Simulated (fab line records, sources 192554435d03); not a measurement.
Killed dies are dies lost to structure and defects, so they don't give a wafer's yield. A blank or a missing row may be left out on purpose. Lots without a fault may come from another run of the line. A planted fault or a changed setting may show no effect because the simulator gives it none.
Chamber matching | flow n5_finfet | N5_SD_EPI_N_LINER_46 on ald_sin-02: 4 sister chambers
The step material SiNx, target thk 3 nm. 8 wafers are shown with their chamber, then 10 later ones without.

WAFERS WITH THEIR CHAMBER
wafer  | chamber | heater_power_w (W)
L079.5 | 0       | 787
L081.2 | 3       | 722
L081.5 | 3       | 736
L083.1 | 2       | 838
L083.2 | 0       | 799
L083.5 | 1       | 875
L086.1 | 2       | 827
L086.3 | 1       | 843

WAFERS WITHOUT THEIR CHAMBER
wafer  | heater_power_w (W)
L086.4 | 729
L094.1 | 855
L094.2 | 844
L094.6 | 854
L096.1 | 786
L096.2 | 723
L096.6 | 769
L097.1 | 726
L097.3 | 797
L097.5 | 730

WHICH CHAMBER EACH WENT THROUGH
wafer  | from the rows above     | in truth
L086.4 | 3                       | 3
L094.1 | can't be placed: 1 or 2 | 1
L094.2 | can't be placed: 2 or 1 | 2
L094.6 | can't be placed: 1 or 2 | 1
L096.1 | 0                       | 0
L096.2 | 3                       | 3
L096.6 | can't be placed: 0 or 3 | 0
L097.1 | 3                       | 3
L097.3 | 0                       | 0
L097.5 | 3                       | 3
Placed correctly: 6 of 10. Can't be placed from these rows: 4 (the true chamber is among the candidates in 4). Placed wrongly: 0.
How it was worked out, from the rows above alone: a wafer's distance from a chamber is the root of the sum, over the readings, of the square of ((its reading less the chamber's mean) divided by the reading's scatter). The wafer belongs to the nearest chamber; if the next one is less than 2 further off, it can't be placed. A chamber's mean is the mean of its shown wafers. The scatter: the root of (the sum of the squares of (reading less its chamber's mean) over the shown wafers, divided by (wafers less chambers)).
